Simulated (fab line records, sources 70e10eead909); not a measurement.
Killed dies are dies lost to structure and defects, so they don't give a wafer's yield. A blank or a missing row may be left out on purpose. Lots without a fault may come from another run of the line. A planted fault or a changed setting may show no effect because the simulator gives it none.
Which tool did it? | flow nand_harc | 11 lots, 33 wafers sampled, at 4 steps of a route of 1159

WHAT THE GAUGES READ, wafer by wafer
NHARC_A_SLIT_CD_MEAS_21.
lot  | measured     | on        | cd_nm (nm)
L134 | day 14 23:23 | cd_sem-03 | 290.7 288.5 290.7
L135 | day 15 04:46 | cd_sem-03 | 291.2 289.5 289.8
L137 | day 16 13:14 | cd_sem-01 | 290.1 289.1 291.2
L139 | day 16 13:46 | cd_sem-02 | 289.9 288.8 289.8
L141 | day 16 15:01 | cd_sem-03 | 289.5 291.2 291.4
L143 | day 17 13:34 | cd_sem-02 | 290.1 289.7 289.4
L144 | day 17 14:58 | cd_sem-03 | 288.9 290.0 289.3
L148 | day 18 14:34 | cd_sem-01 | 288.4 290.3 290.6
L149 | day 18 22:04 | cd_sem-02 | 289.4 290.1 290.3
L154 | day 20 07:44 | cd_sem-03 | 290.0 290.9 291.8
L153 | day 20 14:46 | cd_sem-03 | 291.0 290.1 289.9

WHICH TOOL RAN EACH LOT (tool, then ch and the chambers of the sampled wafers, then the start)
lot  | NHARC_A_SLIT_DESCUM_14             | NHARC_A_SLIT_ETCH_24               | NHARC_A_SLIT_ETCH_29
L134 | rie_diel-07 ch 1,2, day 14 18:50   | rie_diel-07 ch 1,2,3, day 14 18:56 | rie_diel-08 ch 2,3, day 14 22:50
L135 | rie_diel-09 ch 0,1,2, day 15 01:19 | rie_diel-09 ch 0,2, day 15 01:25   | rie_diel-09 ch 0,2,3, day 15 04:14
L137 | rie_diel-09 ch 0,2,3, day 16 09:50 | rie_diel-09 ch 2,3, day 16 09:53   | rie_diel-09 ch 1,2, day 16 12:41
L139 | rie_diel-08 ch 1,2,3, day 16 10:08 | rie_diel-08 ch 1,2, day 16 10:14   | rie_diel-07 ch 0,1,2, day 16 13:11
L141 | rie_diel-07 ch 0,1, day 16 11:26   | rie_diel-07 ch 0,1,2, day 16 11:32 | rie_diel-09 ch 0,1,3, day 16 14:28
L143 | rie_diel-07 ch 1,2, day 17 09:55   | rie_diel-07 ch 1,2, day 17 10:01   | rie_diel-07 ch 0,1, day 17 12:58
L144 | rie_diel-07 ch 0,1,2, day 17 11:25 | rie_diel-07 ch 0,1,2, day 17 11:31 | rie_diel-09 ch 0,2,3, day 17 14:26
L148 | rie_diel-07 ch 0,1,2, day 18 11:04 | rie_diel-07 ch 0,1,2, day 18 11:09 | rie_diel-09 ch 1,2,3, day 18 14:02
L149 | rie_diel-09 ch 1,2,3, day 18 18:38 | rie_diel-09 ch 0,1, day 18 18:42   | rie_diel-09 ch 1,2, day 18 21:30
L154 | rie_diel-07 ch 0,2,3, day 20 03:40 | rie_diel-07 ch 0,2,3, day 20 03:46 | rie_diel-08 ch 2,3, day 20 07:11
L153 | rie_diel-07 ch 0,2, day 20 11:12   | rie_diel-07 ch 0,2,3, day 20 11:18 | rie_diel-07 ch 1,2,3, day 20 14:13
- NHARC_A_SLIT_DESCUM_14: chemistry O2, time 3 s.
- NHARC_A_SLIT_ETCH_24: etches the open film in CF4/CHF3, target depth 121 nm, time 60.5 s.
- NHARC_A_SLIT_ETCH_29: etches the open film in CF4/O2, target depth 100 nm, overetch 10 nm, time 55 s.

THE ANSWER, worked out from the rows above alone
Rule: what is usual is taken from the lots themselves. Put in order of their means at a reading, lots are off if they are a third of the lots or fewer, leave a main group of 4 or more, and stand apart from it by a gap of 3 or more times the standard deviation of the main group's means; of several such gaps the widest counts. A main group whose means are all the same, to the digits that the tables above print for the reading, isn't used. A lot without any number at a reading at which 4 lots or more have one is off too. The other lots that the step has rows for count as sound.
No lot is off at any reading shown: from this, nothing can be told.

WHAT THE SIMULATOR HAD PUT IN
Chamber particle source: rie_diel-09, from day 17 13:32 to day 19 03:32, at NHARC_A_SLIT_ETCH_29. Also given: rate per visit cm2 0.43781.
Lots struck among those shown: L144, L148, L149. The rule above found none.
